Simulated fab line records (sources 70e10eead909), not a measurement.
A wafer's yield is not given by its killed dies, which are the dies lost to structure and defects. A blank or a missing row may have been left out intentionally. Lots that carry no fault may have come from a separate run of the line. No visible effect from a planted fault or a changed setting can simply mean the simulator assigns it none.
fab line records    flow nandHarc
record: lots: 6  wafers: 18  lastDay: 24
route steps=1159 shown A_BONDPAD@1069 END@1159
lots with no fault: from the same line, run without faults
startH: start of the lot's first displayed wafer, in hours after the record's first day    waitH: hours from the lot's prior step to this one    " identical to the entry in the row above    L1.1+2: one row covering several wafers at once    - either no value or no given start    * or withheld: withheld    < > ~ a bound
route shown NAME@n: NAME is a module with steps in the file, n the number in the route of the first one    usual: average and standard deviation across the fault-free wafers    same: alike in all rows    chamber/n: place in a boat    sites: per-site readings    _std_site: the values' standard deviation    _edge_site: the outer-site mean with the inner-site mean subtracted    radiusMm: for every site, how far away it sits from the centre of the wafer    mask NAME#n: copy n    behind: the last tool/chamber to shape the wafer    hold: reason for holding the lot/hours on hold/outcome of the hold    device: the n, p or np transistor that did not switch    end of line: the route-end tests of the same wafers    a step without rows: its recipe alone    killed: the dies lost at the first sort to structure and to defects; this is not the yield of the wafer    map: shows each die of a wafer: x if killed, . if not, _ if none is there
set.NAME: setting as actually run; set.NAME@STEP: the setting as run at that earlier step    model.NAME: the simulator's own value behind a step, which no gauge read
a table for each step, a row for each wafer; lots at some steps of the route
services: from which hour (startH, from the record's first day; less than 0 if before it) a tool's chamber was out of use, for how many hours, and why
== steps ==
step: NHARC_A_BONDPAD_EXPOSE_06
recipe: na: 0.55  doseMj: 36.99  maskId: A_BPAD
step: NHARC_A_BONDPAD_PEB_07
recipe: pebTempC: 128  pebTimeS: 80
step: NHARC_A_BONDPAD_DEVELOP_08
recipe: timeS: 50  devTempC: 22
step: NHARC_A_BONDPAD_CD_MEAS_09
recipe: targetCdNm: 500  landingEnergyEv: 500
usual: cdNm: 499.8/1.7
lot.wafer  tool      chamber  startH  waitH  cdNm
L199.1     cdSem-02  0        421.35  -      500.9
L199.4     "         0        "       "      502.3
L199.5     "         0        "       "      502.3
L207.1     cdSem-02  0        476.15  -      499.0
L207.3     "         0        "       "      498.8
L207.6     "         0        "       "      498.2
L204.2     cdSem-02  0        476.67  -      499.0
L204.3     "         0        "       "      499.4
L204.5     "         0        "       "      497.3
L210.1     cdSem-02  0        511.87  -      499.9
L210.2     "         0        "       "      497.9
L210.3     "         0        "       "      499.1
L212.2     cdSem-03  0        543.60  -      499.6
L212.5     "         0        "       "      500.0
L212.6     "         0        "       "      500.9
L216.2     cdSem-01  0        549.95  -      499.9
L216.4     "         0        "       "      499.2
L216.6     "         0        "       "      499.2
step: NHARC_A_BONDPAD_OVL_MEAS_35
usual: overlayXNm: 0/6.4  overlayYNm: -1/5.3
lot.wafer  tool        chamber  startH  waitH  overlayXNm  overlayYNm
L199.1     overlay-02  -        421.44  -      6           -13
L199.4     "           -        "       "      6           -13
L199.5     "           -        "       "      7           -12
L207.1     overlay-01  -        476.24  -      -5          6
L207.3     "           -        "       "      -5          5
L207.6     "           -        "       "      -5          6
L204.2     overlay-02  -        476.76  -      -3          5
L204.3     "           -        "       "      -3          4
L204.5     "           -        "       "      -3          5
L210.1     overlay-02  -        511.96  -      -2          -1
L210.2     "           -        "       "      -2          -1
L210.3     "           -        "       "      -2          -1
L212.2     overlay-01  -        543.68  -      2           -9
L212.5     "           -        "       "      2           -10
L212.6     "           -        "       "      3           -9
L216.2     overlay-01  -        550.05  -      3           -2
L216.4     "           -        "       "      3           -3
L216.6     "           -        "       "      3           -3
step: NHARC_A_BONDPAD_HARDBAKE_10
recipe: tempC: 118  timeS: 65
step: NHARC_A_BONDPAD_DESCUM_11
recipe: timeS: 3  o2FlowSccm: 200  arFlowSccm: 0  biasPowerW: 0  chemistry: O2
usual: drypumpMotorCurrentA: 5.80/0.16  oesProductAu: 1.003/0.0082  rfVppV: 57.9/0.92  showerheadPlenumPTorr: 1.93/0.099  throttleValvePct: 11.310/0.0088
lot.wafer  tool        chamber  startH  waitH  drypumpMotorCurrentA  oesProductAu  rfHoursCounterH  rfVppV  showerheadPlenumPTorr  throttleValvePct
L199.1     rieDiel-10  0        421.56  -      5.29                  0.997         13               57.1    2.02                   11.306
L199.4     "           2        "       "      6.06                  1.009         13               57.6    1.97                   11.319
L199.5     "           1        "       "      5.61                  1.008         -                58.7    1.90                   11.306
L207.1     rieDiel-06  1        476.37  -      5.91                  1.012         2                57.6    2.04                   11.317
L207.3     "           3        "       "      5.95                  1.011         2                58.1    1.99                   11.305
L207.6     "           1        "       "      5.92                  1.016         -                58.3    2.04                   11.322
L204.3     rieDiel-06  2        476.90  -      5.71                  0.995         2                57.2    1.84                   11.302
L204.2     "           3        "       "      5.94                  1.003         2                57.5    1.99                   11.309
L204.5     "           1        "       "      5.92                  1.023         -                56.1    2.04                   11.318
L210.1     rieDiel-06  2        512.08  -      5.66                  1.004         3                56.3    1.84                   11.322
L210.3     "           3        "       "      5.97                  1.018         3                56.9    1.98                   11.302
L210.2     "           1        "       "      5.91                  1.011         2                57.9    2.04                   11.305
L212.2     rieDiel-06  3        543.82  -      5.96                  1.005         4                57.6    1.99                   11.309
L212.6     "           1        "       "      5.91                  1.004         -                57.9    2.04                   11.304
L212.5     "           2        "       "      5.73                  0.995         -                58.2    1.84                   11.298
L216.2     rieDiel-06  0        550.17  -      5.65                  1.000         4                57.8    1.79                   11.316
L216.4     "           2        "       "      5.69                  0.999         4                57.2    1.84                   11.318
L216.6     "           0        "       "      5.64                  1.005         -                56.4    1.79                   11.304
step: NHARC_A_BONDPAD_ETCH_34
recipe: targetDepthA: 600  overetchA: 180  timeS: 65.91  ionEnergyEv: 200  n2FlowSccm: 150  h2FlowSccm: 150  arFlowSccm: 0  rfW: 400  biasW: 150  chemistry: N2/H2
step: NHARC_A_BONDPAD_ETCH_12
recipe: targetDepthA: 2200  timeS: 110  chf3FlowSccm: 50  o2FlowSccm: 10  arFlowSccm: 200  rfW: 500  biasW: 200  chemistry: CHF3/O2
usual: drypumpMotorCurrentA: 5.79/0.16  oesProductAu: 0.949/0.021  rfVppV: 370.9/2.7  showerheadPlenumPTorr: 2.41/0.12  throttleValvePct: 20.572/0.01
lot.wafer  tool        chamber  startH  waitH  drypumpMotorCurrentA  oesProductAu  rfHoursCounterH  rfVppV  showerheadPlenumPTorr  throttleValvePct
L199.1     rieDiel-10  3        -       -      5.90                  0.928         12               372.5   2.55                   20.581
L199.4     "           1        "       "      5.62                  0.932         13               371.5   2.39                   20.553
L199.5     "           3        "       "      5.87                  0.918         -                372.7   2.54                   20.567
L207.1     rieDiel-06  2        -       -      5.67                  0.929         2                368.7   2.31                   20.574
L207.3     "           0        "       "      5.65                  0.937         2                368.4   2.26                   20.592
L207.6     "           3        "       "      5.96                  0.943         -                374.8   2.49                   20.581
L204.3     rieDiel-06  1        -       -      5.93                  0.944         2                374.7   2.56                   20.575
L204.2     "           2        "       "      5.70                  0.939         2                369.0   2.31                   20.565
L204.5     "           1        "       "      5.93                  0.948         -                373.3   2.56                   20.570
L210.2     rieDiel-06  2        -       -      5.70                  0.968         3                367.4   2.31                   20.563
L210.1     "           3        "       "      5.96                  0.963         3                373.4   2.49                   20.559
L210.3     "           1        "       "      5.92                  0.983         3                372.8   2.56                   20.578
L212.2     rieDiel-06  2        -       -      5.72                  0.953         4                370.2   2.31                   20.588
L212.6     "           2        "       "      5.68                  0.950         -                368.4   2.31                   20.576
L212.5     "           3        "       "      5.91                  0.961         -                372.0   2.49                   20.580
L216.2     rieDiel-06  0        -       -      5.65                  0.931         4                367.0   2.26                   20.585
L216.4     "           1        "       "      5.91                  0.930         4                373.9   2.56                   20.592
L216.6     "           3        "       "      5.92                  0.932         -                373.3   2.49                   20.576
step: NHARC_A_BONDPAD_CD_MEAS_13
usual: cdNm: 499.5/1.7
lot.wafer  tool      chamber  startH  waitH  cdNm
L199.1     cdSem-01  -        421.89  -      499.6
L199.4     "         -        "       "      501.6
L199.5     "         -        "       "      501.7
L207.1     cdSem-03  -        476.68  -      498.3
L207.3     "         -        "       "      498.4
L207.6     "         -        "       "      497.1
L204.2     cdSem-01  -        477.20  -      499.7
L204.3     "         -        "       "      499.4
L204.5     "         -        "       "      496.7
L210.1     cdSem-02  -        512.40  -      499.3
L210.2     "         -        "       "      497.8
L210.3     "         -        "       "      499.1
L212.2     cdSem-02  -        544.13  -      499.0
L212.5     "         -        "       "      500.4
L212.6     "         -        "       "      499.7
L216.2     cdSem-02  -        550.49  -      498.8
L216.4     "         -        "       "      499.3
L216.6     "         -        "       "      499.9
step: NHARC_A_BONDPAD_STRIP_15
recipe: o2FlowSccm: 500  arFlowSccm: 0  biasW: 0  chemistry: O2
usual: chamberPressureMTorr: 60.00/0.06  drypumpMotorCurrentA: 5.79/0.2  oesProductAu: 1.002/0.0072  rfVppV: 58.0/0.9  showerheadPlenumPTorr: 3.57/0.16  throttleValvePct: 17.037/0.0094
same: biasW: 0
lot.wafer  tool        chamber  startH  waitH  chamberPressureMTorr  drypumpMotorCurrentA  oesProductAu  rfHoursCounterH  rfVppV  showerheadPlenumPTorr  throttleValvePct
L199.1     rieDiel-10  2        421.97  0.1    59.97                 6.12                  1.001         13               59.0    3.63                   17.045
L199.4     "           3        "       "      60.00                 5.86                  0.999         12               58.7    3.73                   17.037
L199.5     "           2        "       "      60.01                 6.08                  0.999         -                57.3    3.63                   17.038
L207.1     rieDiel-06  2        476.75  0.1    59.99                 5.73                  1.002         2                56.9    3.40                   17.038
L207.3     "           0        "       "      59.95                 5.68                  1.009         2                57.4    3.32                   17.038
L207.6     "           3        "       "      59.92                 5.96                  1.008         -                57.1    3.65                   17.044
L204.3     rieDiel-10  0        477.28  0.1    59.96                 5.33                  0.989         25               59.2    3.70                   17.043
L204.2     "           2        "       "      60.00                 6.06                  1.013         26               58.5    3.62                   17.053
L204.5     "           0        "       "      59.97                 5.33                  0.990         -                59.7    3.70                   17.018
L210.3     rieDiel-06  3        512.47  0.1    60.08                 5.97                  0.998         3                58.2    3.65                   17.044
L210.2     "           0        "       "      59.99                 5.66                  1.011         3                56.4    3.32                   17.053
L210.1     "           1        "       "      60.14                 5.94                  1.008         3                58.0    3.75                   17.038
L212.2     rieDiel-06  0        544.21  0.1    60.13                 5.65                  1.008         4                57.9    3.32                   17.034
L212.5     "           0        "       "      59.97                 5.67                  1.018         -                57.3    3.32                   17.029
L212.6     "           1        "       "      60.02                 5.93                  1.004         -                58.0    3.75                   17.033
L216.4     rieDiel-10  1        550.58  0.1    59.99                 5.63                  1.007         2                58.8    3.49                   17.034
L216.2     "           2        "       "      60.00                 6.05                  1.005         2                59.0    3.61                   17.027
L216.6     "           1        "       "      59.97                 5.63                  0.998         -                58.2    3.49                   17.059
step: NHARC_A_BONDPAD_ETCH_24
recipe: targetDepthA: 300  overEtchFrac: 0.3  timeS: 72.99  ionEnergyEv: 150  cf4FlowSccm: 50  n2FlowSccm: 100  arFlowSccm: 150  rfW: 300  biasW: 100  chemistry: CF4/N2
usual: cf4FlowSccm: 49.99/0.15  drypumpMotorCurrentA: 5.78/0.2  oesProductAu: 1.003/0.0084  rfVppV: 314.6/2.2  showerheadPlenumPTorr: 2.65/0.12  throttleValvePct: 19.795/0.01
lot.wafer  tool        chamber  startH  waitH  cf4FlowSccm  drypumpMotorCurrentA  oesProductAu  rfHoursCounterH  rfVppV  showerheadPlenumPTorr  throttleValvePct
L199.1     rieDiel-10  2        -       -      49.97        6.04                  1.011         13               315.3   2.70                   19.796
L199.4     "           0        "       "      50.11        5.29                  1.003         13               316.6   2.76                   19.801
L199.5     "           1        "       "      50.00        5.65                  1.001         -                313.7   2.61                   19.807
L207.3     rieDiel-06  2        -       -      49.94        5.76                  0.990         2                311.9   2.53                   19.791
L207.1     "           0        "       "      50.04        5.66                  1.008         2                311.2   2.47                   19.775
L207.6     "           3        "       "      50.32        5.97                  1.006         -                316.1   2.72                   19.796
L204.3     rieDiel-10  2        -       -      49.90        5.99                  1.000         26               315.5   2.69                   19.816
L204.2     "           0        "       "      49.98        5.32                  0.994         25               315.2   2.75                   19.787
L204.5     "           2        "       "      49.90        6.11                  0.993         -                314.1   2.69                   19.807
L210.1     rieDiel-06  2        -       -      49.89        5.70                  0.986         3                312.0   2.53                   19.791
L210.3     "           3        "       "      49.89        5.96                  0.992         3                315.4   2.72                   19.797
L210.2     "           1        "       "      49.82        5.93                  1.005         3                316.1   2.80                   19.796
L212.2     rieDiel-06  2        -       -      49.99        5.73                  0.997         4                311.5   2.53                   19.811
L212.5     "           1        "       "      49.76        5.90                  1.005         -                317.1   2.79                   19.789
L212.6     "           2        "       "      49.91        5.70                  0.999         -                312.7   2.53                   19.794
L216.2     rieDiel-10  3        -       -      50.02        5.90                  0.996         1                316.0   2.77                   19.797
L216.4     "           1        "       "      50.27        5.64                  1.006         2                313.4   2.60                   19.802
L216.6     "           3        "       "      49.98        5.90                  0.996         -                317.8   2.77                   19.804
step: NHARC_A_BONDPAD_STRIP_16
recipe: timeS: 600  tempC: 30  chemistry: postEtchResidueRemover
usual: bathHeatDutyPct: 13.5/1.9  runLengthS: 603.1/1.1
lot.wafer  tool         chamber  startH  waitH  bathHeatDutyPct  runLengthS
L199.5     wetBench-10  5        422.26  -      13.1             602.5
L199.1     "            6        "       "      12.7             604.4
L199.4     "            7        "       "      15.4             602.3
L207.1     wetBench-08  5        477.06  -      -                -
L207.3     "            6        "       "      -                -
L207.6     "            2        "       "      -                -
L204.5     wetBench-08  5        477.57  -      -                -
L204.2     "            7        "       "      -                -
L204.3     "            0        "       "      -                -
L210.3     wetBench-10  6        512.78  -      12.9             604.4
L210.1     "            7        "       "      14.3             601.9
L210.2     "            0        "       "      16.4             602.6
L212.5     wetBench-10  5        544.50  -      14.4             602.9
L212.6     "            0        "       "      15.1             603.7
L212.2     "            1        "       "      12.0             603.0
L216.2     wetBench-08  7        550.85  -      17.4             603.4
L216.6     "            1        "       "      13.3             603.3
L216.4     "            4        "       "      11.3             602.0
step: NHARC_A_BONDPAD_DEGAS_25
recipe: tempC: 300  timeS: 60
usual: heaterPowerW: 466/52  susceptorTempC: 300.03/0.2
lot.wafer  tool           chamber  startH  waitH  heaterPowerW  susceptorTempC
L199.1     pvdSputter-02  -        422.52  -      552           299.98
L199.4     "              -        "       "      431           299.99
L199.5     "              -        "       "      475           300.30
L207.3     pvdSputter-03  -        477.33  0.3    518           300.01
L207.1     "              -        "       "      403           300.24
L207.6     "              -        "       "      522           300.01
L204.2     pvdSputter-01  -        477.83  0.2    534           299.98
L204.3     "              -        "       "      444           299.80
L204.5     "              -        "       "      540           299.99
L210.2     pvdSputter-02  -        513.03  -      377           299.83
L210.1     "              -        "       "      550           299.78
L210.3     "              -        "       "      427           299.93
L212.2     pvdSputter-01  -        544.77  -      520           299.87
L212.6     "              -        "       "      452           300.16
L212.5     "              -        "       "      543           299.99
L216.4     pvdSputter-03  -        551.13  -      393           299.94
L216.2     "              -        "       "      475           299.97
L216.6     "              -        "       "      527           300.00
step: NHARC_END_SORT_01
recipe: tempC: 25
usual: defectLimitedYield: 95.3/1.7  killedAtArray: 28/12  killedAtOther: 0.8/1.1  killedAtPeriphery: 3.6/2.3  killedDies: 32/12  killedOpen: 3.4/1.9  killedShort: 2.0/1.3  sort_bin_2_pct: 1.4/0.61  sort_bin_3_pct: 0.26/0.22  sort_bin_4_pct: 3.0/1.2  sortNPass: 645/12  sortRimYieldPct: 95.8/2.9  sortYieldPct: 95.3/1.7
same: grossDies: 677  sort_bin_5_pct[%]: 0  sort_bin_6_pct[%]: 0  sort_bin_7_pct[%]: 0  sort_bin_8_pct[%]: 0  sortRimNGross: 106.00
lot.wafer  tool       chamber  startH  waitH  defectLimitedYield[%]  killedAtArray  killedAtOther  killedAtPeriphery  killedDies  killedOpen  killedShort  sort_bin_2_pct[%]  sort_bin_3_pct[%]  sort_bin_4_pct[%]  sortNPass  sortRimYieldPct[%]  sortYieldPct[%]
L210.1     prober-01  0        544.08  2.5    95.1                   27             4              2                  33          1           2            2.1                0.15               2.7                644        93.4                95.1
L210.2     prober-01  0        544.87  2.8    95.0                   28             4              2                  34          1           0            1.3                0.15               3.5                643        92.5                95.0
L210.3     prober-01  0        545.66  3.1    94.2                   36             1              2                  39          5           3            1.8                0.15               3.8                638        93.4                94.2
L212.2     prober-01  0        574.89  2.8    94.5                   23             2              12                 37          8           0            1.6                0.30               3.5                640        94.3                94.5
L212.5     prober-01  0        577.31  3.7    96.6                   17             0              6                  23          8           2            1.6                0.15               1.6                654        96.2                96.6
L212.6     prober-01  0        578.11  4.0    96.6                   20             2              1                  23          2           4            1.2                0.30               1.9                654        98.1                96.6
killed by level:class
L210.1 A_CHANNEL_HOLE_D1:chamberFilmFlake=16 A_CONTACT:chamberFilmFlake=6 A_STAIRCASE:chamberFilmFlake=3 HYBRID_BOND:chamberFilmFlake=2 A_CHANNEL_FILL_D1:geometricParticle:short=1 A_CONTACT:geometricParticle:short=1 THIN_TSV:geometricParticle:open=1 P_ZERO_WELL:chamberFilmFlake=1
L210.2 A_CHANNEL_HOLE_D1:chamberFilmFlake=21 A_CONTACT:chamberFilmFlake=4 HYBRID_BOND:chamberFilmFlake=2 THIN_TSV:chamberFilmFlake=2 A_CONTACT:geometricParticle:open=1 P_ZERO_WELL:chamberFilmFlake=1 P_GATE:chamberFilmFlake=1 A_ZERO_WELL:chamberFilmFlake=1
L210.3 A_CHANNEL_HOLE_D1:chamberFilmFlake=18 A_CONTACT:chamberFilmFlake=7 A_WL_FILL:geometricParticle:short=2 P_ZERO_WELL:chamberFilmFlake=2 A_STAIRCASE:chamberFilmFlake=2 A_ONON_D1:geometricParticle:open=1 A_CHANNEL_FILL_D1:geometricParticle:short=1 A_SGD_CUT:geometricParticle:open=1
L212.2 A_CHANNEL_HOLE_D1:chamberFilmFlake=7 A_STAIRCASE:chamberFilmFlake=6 P_M2:chamberFilmFlake=5 P_CONTACT:geometricParticle:open=3 P_STI:chamberFilmFlake=3 A_CONTACT:geometricParticle:open=2 A_ZERO_WELL:chamberFilmFlake=2 A_SLIT:chamberFilmFlake=2
L212.5 A_CHANNEL_HOLE_D1:chamberFilmFlake=4 P_M2:chamberFilmFlake=3 A_CHANNEL_FILL_D1:geometricParticle:short=2 A_CONTACT:geometricParticle:open=2 P_M0:geometricParticle:open=1 P_M2:geometricParticle:open=1 A_ONON_D1:geometricParticle:open=1 A_CHANNEL_FILL_D1:geometricParticle:open=1
L212.6 A_CHANNEL_HOLE_D1:chamberFilmFlake=5 A_STAIRCASE:chamberFilmFlake=3 A_WL_FILL:geometricParticle:short=2 A_ZERO_WELL:chamberFilmFlake=2 A_M0:chamberFilmFlake=2 THIN_TSV:chamberFilmFlake=2 A_ONON_D1:geometricParticle:open=1 A_CHANNEL_FILL_D1:geometricParticle:short=1
== services ==
tool           chamber  startH  hours  kind
wetBench-08    -        406.40  8.0    pm
rieDiel-06     -        418.20  9.0    pm
rieDiel-06     0        418.20  9.0    ventCycle
rieDiel-06     1        418.20  9.0    ventCycle
rieDiel-06     2        418.20  9.0    ventCycle
rieDiel-06     3        418.20  9.0    ventCycle
pvdSputter-03  -        420.85  6.7    repair
wetBench-10    -        423.24  8.0    pm
rieDiel-06     0        427.20  -      clean
rieDiel-06     1        427.20  -      clean
rieDiel-06     2        427.20  -      clean
rieDiel-06     3        427.20  -      clean
pvdSputter-01  -        428.68  8.1    repair
rieDiel-06     0        451.70  -      clean
rieDiel-06     1        451.70  -      clean
rieDiel-06     2        451.70  -      clean
rieDiel-06     3        451.70  -      clean
pvdSputter-03  -        458.00  10.0   pm
rieDiel-06     0        476.20  -      clean
rieDiel-06     1        477.61  9.3    repair
rieDiel-10     2        490.97  14.2   repair
pvdSputter-01  -        514.02  10.0   pm
rieDiel-10     -        530.58  9.0    pm
pvdSputter-01  -        545.14  1.0    repair
== key ==
firstSign: step: NHARC_A_BONDPAD_STRIP_16  reading: toolRecord  direction: missing
effect none on later readings
metAt NHARC_A_BONDPAD_STRIP_16
struckWafers L204.2,L204.3,L204.5,L207.1,L207.3,L207.6
fault: kind: skippedStepWhole  tool: wetBench-08  chamber: -  onsetH: 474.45  steps: NHARC_A_BONDPAD_STRIP_16  scope: struckLotsOnly
